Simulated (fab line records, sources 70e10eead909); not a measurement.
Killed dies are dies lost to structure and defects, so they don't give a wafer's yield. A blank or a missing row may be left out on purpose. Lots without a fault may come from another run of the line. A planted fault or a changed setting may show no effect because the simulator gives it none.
Tool commonality check | flow nand_harc | 12 lots, 42 wafers sampled

WHY IT WAS OPENED
At NHARC_A_SOURCE_PLATE_THK_MEAS_06 the reading thk_nm is flagged on 2 of 12 lots. Wafers without a fault read 198.8 nm, standard deviation 2.3.
Rule: a lot is flagged when every wafer of it that has a number lies more than 4 standard deviations from that mean, or none has a number. The other lots count as sound.

lot  | measured     | on            | thk_nm (nm), wafer by wafer         | flag
L831 | day 7 14:32  | film_metro-01 | 198.2 198.3 199.1                   |
L832 | day 8 02:51  | film_metro-02 | 198.3 196.6 199.8                   |
L834 | day 9 06:27  | film_metro-01 | 201.1 199.5 201.1                   |
L839 | day 11 02:20 | film_metro-02 | 201.9 200.5 201.0                   |
L841 | day 11 14:48 | film_metro-01 | 146.1 146.8 147.4 147.5 145.2 149.5 | FLAGGED
L842 | day 12 02:43 | film_metro-02 | 144.9 147.5 144.3 145.2 146.6 145.0 | FLAGGED
L846 | day 13 17:55 | film_metro-02 | 201.0 200.5 200.9                   |
L844 | day 13 17:55 | film_metro-02 | 199.5 197.8 198.3                   |
L847 | day 14 10:26 | film_metro-02 | 199.4 197.1 200.3                   |
L851 | day 15 21:28 | film_metro-02 | 198.2 198.8 198.3                   |
L853 | day 16 15:47 | film_metro-01 | 192.8 193.6 192.3                   |
L854 | day 17 10:55 | film_metro-01 | 198.0 198.1 197.3                   |
The numbers of the flagged lots are 146.3 nm on average: -52.5 nm against the usual, or -23 standard deviations.

WHICH TOOL RAN EACH LOT
The record holds 3 process steps before the reading, out of a route of 1302 steps. In each cell: the tool, then ch and the chambers that the sampled wafers went through, then the start.
lot  | flag    | NHARC_P_BONDPAD_PRE_CLEAN_26            | NHARC_A_ZERO_WELL_RTA_16         | NHARC_A_SOURCE_PLATE_CVD_03
L831 |         | pvd_sputter-03, day 6 14:58 or earlier  | rtp_anneal-01 ch 0, day 6 17:46  | lpcvd_poly-02 ch 0, day 7 04:34
L832 |         | pvd_sputter-01, day 7 02:35 or earlier  | rtp_anneal-01 ch 0, day 7 05:28  | lpcvd_poly-02 ch 0, day 7 15:43
L834 |         | pvd_sputter-01, day 8 06:09 or earlier  | rtp_anneal-02 ch 0, day 8 08:58  | lpcvd_poly-02 ch 0, day 8 19:53
L839 |         | pvd_sputter-03, day 10 04:38 or earlier | rtp_anneal-01 ch 0, day 10 07:27 | lpcvd_poly-04 ch 0, day 10 15:54
L841 | FLAGGED | pvd_sputter-02, day 10 15:20 or earlier | rtp_anneal-02 ch 0, day 10 18:10 | lpcvd_poly-02 ch 0, day 11 04:02
L842 | FLAGGED | pvd_sputter-01, day 11 03:50 or earlier | rtp_anneal-02 ch 0, day 11 06:42 | lpcvd_poly-02 ch 0, day 11 16:42
L846 |         | pvd_sputter-01, day 12 20:46 or earlier | rtp_anneal-02 ch 0, day 12 23:36 | lpcvd_poly-01 ch 0, day 13 07:54
L844 |         | pvd_sputter-03, day 12 20:06 or earlier | rtp_anneal-02 ch 0, day 12 22:53 | lpcvd_poly-01 ch 0, day 13 07:54
L847 |         | pvd_sputter-03, day 13 11:38 or earlier | rtp_anneal-01 ch 0, day 13 14:26 | lpcvd_poly-04 ch 0, day 14 00:31
L851 |         | pvd_sputter-02, day 14 22:16 or earlier | rtp_anneal-02 ch 0, day 15 01:04 | lpcvd_poly-01 ch 0, day 15 11:04
L853 |         | pvd_sputter-02, day 15 16:59 or earlier | rtp_anneal-01 ch 0, day 15 19:40 | lpcvd_poly-04 ch 0, day 16 05:14
L854 |         | pvd_sputter-02, day 16 06:56 or earlier | rtp_anneal-02 ch 0, day 16 09:48 | lpcvd_poly-01 ch 0, day 16 21:25
What these steps do:
- NHARC_P_BONDPAD_PRE_CLEAN_26: time 30 s.
- NHARC_A_ZERO_WELL_RTA_16: time 10 s.
- NHARC_A_SOURCE_PLATE_CVD_03: deposits poly-Si, target thk 200 nm, time 4000 s.
- NHARC_A_SOURCE_PLATE_THK_MEAS_06: measures by ellipsometry.

FLAGGED OVER TOTAL, TOOL BY TOOL (the gauges that took the reading come last)
step                             | tool           | lots run | flagged | share of the flagged lots | sound lots run after its first flagged lot
NHARC_P_BONDPAD_PRE_CLEAN_26     | pvd_sputter-01 | 4        | 1       | some                      | 1 (L846)
NHARC_P_BONDPAD_PRE_CLEAN_26     | pvd_sputter-02 | 4        | 1       | some                      | 3 (L851,L853,L854)
NHARC_P_BONDPAD_PRE_CLEAN_26     | pvd_sputter-03 | 4        | 0       | none                      | -
NHARC_A_ZERO_WELL_RTA_16         | rtp_anneal-01  | 5        | 0       | none                      | -
NHARC_A_ZERO_WELL_RTA_16         | rtp_anneal-02  | 7        | 2       | all                       | 4 (L844,L846,L851,L854)
NHARC_A_SOURCE_PLATE_CVD_03      | lpcvd_poly-01  | 4        | 0       | none                      | -
NHARC_A_SOURCE_PLATE_CVD_03      | lpcvd_poly-02  | 5        | 2       | all                       | 0
NHARC_A_SOURCE_PLATE_CVD_03      | lpcvd_poly-04  | 3        | 0       | none                      | -
NHARC_A_SOURCE_PLATE_THK_MEAS_06 | film_metro-01  | 5        | 1       | some                      | 2 (L853,L854)
NHARC_A_SOURCE_PLATE_THK_MEAS_06 | film_metro-02  | 7        | 1       | some                      | 4 (L846,L844,L847,L851)
NHARC_P_BONDPAD_PRE_CLEAN_26 gives no start for some lots, so the hours and the order of its lots are those of NHARC_P_BONDPAD_THK_MEAS_20.

WHAT THE TABLE ALLOWS
2 rows of the table ran every flagged lot: rtp_anneal-02 at NHARC_A_ZERO_WELL_RTA_16, lpcvd_poly-02 at NHARC_A_SOURCE_PLATE_CVD_03.
- rtp_anneal-02 at NHARC_A_ZERO_WELL_RTA_16: 2 of its 7 lots flagged. Sound lots ran on it after the first flagged one (L844, L846, L851, L854), which a lasting fault on the whole tool wouldn't allow.
- lpcvd_poly-02 at NHARC_A_SOURCE_PLATE_CVD_03: 2 of its 5 lots flagged. Its last sound lot is L834 (day 8 19:53), its first flagged lot L841 (day 11 04:02): a fault that began between those two fits. Its own readings lie more than 4 standard deviations out on every wafer of the flagged lots: spike_tc_bottom_C, spike_tc_centre_C, spike_tc_lower_C, spike_tc_top_C, spike_tc_upper_C, tube_center_temp_C.
One tool is left: lpcvd_poly-02 at NHARC_A_SOURCE_PLATE_CVD_03.

WHAT THE SIMULATOR HAD PUT IN
Process parameter drift: lpcvd_poly-02, from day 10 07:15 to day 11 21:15, at NHARC_A_SOURCE_PLATE_CVD_03. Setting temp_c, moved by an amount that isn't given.
Lots struck among those shown: L841, L842. The rule above found the same.
